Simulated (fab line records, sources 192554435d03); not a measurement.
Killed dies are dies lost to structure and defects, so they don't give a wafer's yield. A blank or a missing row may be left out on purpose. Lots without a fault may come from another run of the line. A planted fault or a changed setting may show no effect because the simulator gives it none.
Split-lot experiment | flow n5_finfet | 7 lots, 39 wafers read, on a route of 1938 steps

THE SPLIT
At N5_DUMMY_GATE_ETCH_31 (etches SiO2 in C4F6/O2, target depth 82.5 nm, time 27.5 s), the setting target_depth_a was moved away from the recipe's 825 angstrom on 18 of the 39 wafers read, by -12.3% to +9.5%. The other wafers ran this setting at the recipe's value.

The reading is taken at the split's own step.

THE READING
SOC_of_DUMMY_GATE_COAT_34.thk_nm (the simulator's own value, which no gauge read), in nm, at N5_DUMMY_GATE_ETCH_31 (etches SiO2 in C4F6/O2, target depth 82.5 nm, time 27.5 s). The file gives no usual value for it. The 21 wafers here that ran the recipe average 51.9 nm, standard deviation 0.21 nm.

wafer  | tool, chamber at the split | target_depth_a as run, angstrom | against the recipe | SOC_of_DUMMY_GATE_COAT_34.thk_nm, nm | against lot-mates on the recipe
L077.1 | rie_diel-01, 0             | 736.7                           | -10.7%             | 52.6                                 | +0.6
L077.2 | rie_diel-01, 2             | 825                             | recipe             | 52.4                                 | -
L077.3 | rie_diel-01, 1             | 736.7                           | -10.7%             | 52.8                                 | +0.8
L077.4 | rie_diel-01, 3             | 825                             | recipe             | 51.8                                 | -
L077.5 | rie_diel-01, 3             | 736.7                           | -10.7%             | 52.8                                 | +0.8
L077.6 | rie_diel-01, 0             | 825                             | recipe             | 51.8                                 | -
L078.2 | rie_diel-01, 1             | 825                             | recipe             | 52                                   | -
L078.3 | rie_diel-01, 3             | 825                             | recipe             | 52                                   | -
L078.5 | rie_diel-01, 1             | 825                             | recipe             | 52.2                                 | -
L079.1 | rie_diel-04, 1             | 825                             | recipe             | 51.8                                 | -
L079.2 | rie_diel-04, 3             | 736.9                           | -10.7%             | 52.6                                 | +0.7
L079.3 | rie_diel-04, 0             | 736.9                           | -10.7%             | 52.6                                 | +0.7
L079.4 | rie_diel-04, 2             | 736.9                           | -10.7%             | 52.6                                 | +0.7
L079.5 | rie_diel-04, 1             | 825                             | recipe             | 51.8                                 | -
L079.6 | rie_diel-04, 0             | 825                             | recipe             | 52                                   | -
L080.1 | rie_diel-01, 3             | 825                             | recipe             | 51.8                                 | -
L080.2 | rie_diel-01, 1             | 765.9                           | -7.2%              | 52.6                                 | +0.7
L080.3 | rie_diel-01, 2             | 825                             | recipe             | 52.2                                 | -
L080.4 | rie_diel-01, 0             | 825                             | recipe             | 51.8                                 | -
L080.5 | rie_diel-01, 3             | 765.9                           | -7.2%              | 52.4                                 | +0.5
L080.6 | rie_diel-01, 0             | 765.9                           | -7.2%              | 52                                   | +0.1
L082.1 | rie_diel-01, 2             | 825                             | recipe             | 52.2                                 | -
L082.2 | rie_diel-01, 0             | 733.7                           | -11.1%             | 52.4                                 | +0.5
L082.3 | rie_diel-01, 1             | 825                             | recipe             | 51.6                                 | -
L082.4 | rie_diel-01, 3             | 733.7                           | -11.1%             | 52.6                                 | +0.7
L082.5 | rie_diel-01, 2             | 825                             | recipe             | 51.8                                 | -
L082.6 | rie_diel-01, 1             | 733.7                           | -11.1%             | 52.6                                 | +0.7
L095.1 | rie_diel-03, 0             | 825                             | recipe             | 52.2                                 | -
L095.2 | rie_diel-03, 3             | 723.7                           | -12.3%             | 52.8                                 | +0.9
L095.3 | rie_diel-03, 1             | 825                             | recipe             | 51.8                                 | -
L095.4 | rie_diel-03, 2             | 723.7                           | -12.3%             | 52.8                                 | +0.9
L095.5 | rie_diel-03, 0             | 723.7                           | -12.3%             | 53                                   | +1.1
L095.6 | rie_diel-03, 3             | 825                             | recipe             | 51.6                                 | -
L097.1 | rie_diel-01, 3             | 903.5                           | +9.5%              | 51.2                                 | -0.7
L097.2 | rie_diel-01, 1             | 825                             | recipe             | 51.8                                 | -
L097.3 | rie_diel-01, 0             | 903.5                           | +9.5%              | 50.6                                 | -1.3
L097.4 | rie_diel-01, 2             | 903.5                           | +9.5%              | 51.4                                 | -0.5
L097.5 | rie_diel-01, 3             | 825                             | recipe             | 51.8                                 | -
L097.6 | rie_diel-01, 2             | 825                             | recipe             | 52                                   | -

THE FIT
A straight line over all 39 wafers: SOC_of_DUMMY_GATE_COAT_34.thk_nm changes by -0.0729 nm for each +1% of target_depth_a; r = -0.91; the points scatter about the line by 0.22 nm.
The same after taking each lot's own level away (the mean of its wafers on the recipe; 39 wafers): -0.073 nm for each +1%; r = -0.92; scatter 0.21 nm.
On that fit, the largest move of target_depth_a shifts the reading by 0.9 nm.
The lots' own levels span 51.87 to 52.07 nm, that is 1.0 times the standard deviation above.
So the lot-to-lot level changes the slope little: the two slopes agree.
Check: with one of the wafers moved furthest among these (-12.3%) left out of the fit, the line predicts +0.863 nm for it against its lot-mates. It came out at +0.933 nm against them.

OTHER SPLITS ON THESE WAFERS
These wafers also went through other splits before the reading. Each is held against what the fit with the lots' levels taken away leaves over:
other split on the same wafers     | wafers away from the commonest value | r with SOC_of_DUMMY_GATE_COAT_34.thk_nm (lot level and that fit taken away)
N5_FIN_SAQP_HM_DEP_03 target_thk_a | 12                                   | +0.17
N5_FIN_SAQP_MANDREL_ETCH_22 icp_w  | 15                                   | -0.10
N5_DUMMY_GATE_ETCH_37 source_w     | 12                                   | -0.14

THE WHOLE CHAIN: every reading that the file lists as answering this split, in the file's order
step                  | what it does                                              | reading                                                                           | change (the file's fit)                | r (the file's)
N5_DUMMY_GATE_ETCH_31 | etches SiO2 in C4F6/O2, target depth 82.5 nm, time 27.5 s | etch.depth_nm (the simulator's own value, which no gauge read)                    | +0.809 nm for each +1% of the setting  | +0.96
N5_DUMMY_GATE_ETCH_31 | etches SiO2 in C4F6/O2, target depth 82.5 nm, time 27.5 s | SOC_of_DUMMY_GATE_COAT_34.thk_nm (the simulator's own value, which no gauge read) | -0.0712 nm for each +1% of the setting | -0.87

THE FILE'S OWN FIT
SOC_of_DUMMY_GATE_COAT_34.thk_nm changes by -0.0712 nm for each +1% of target_depth_a, r = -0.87.
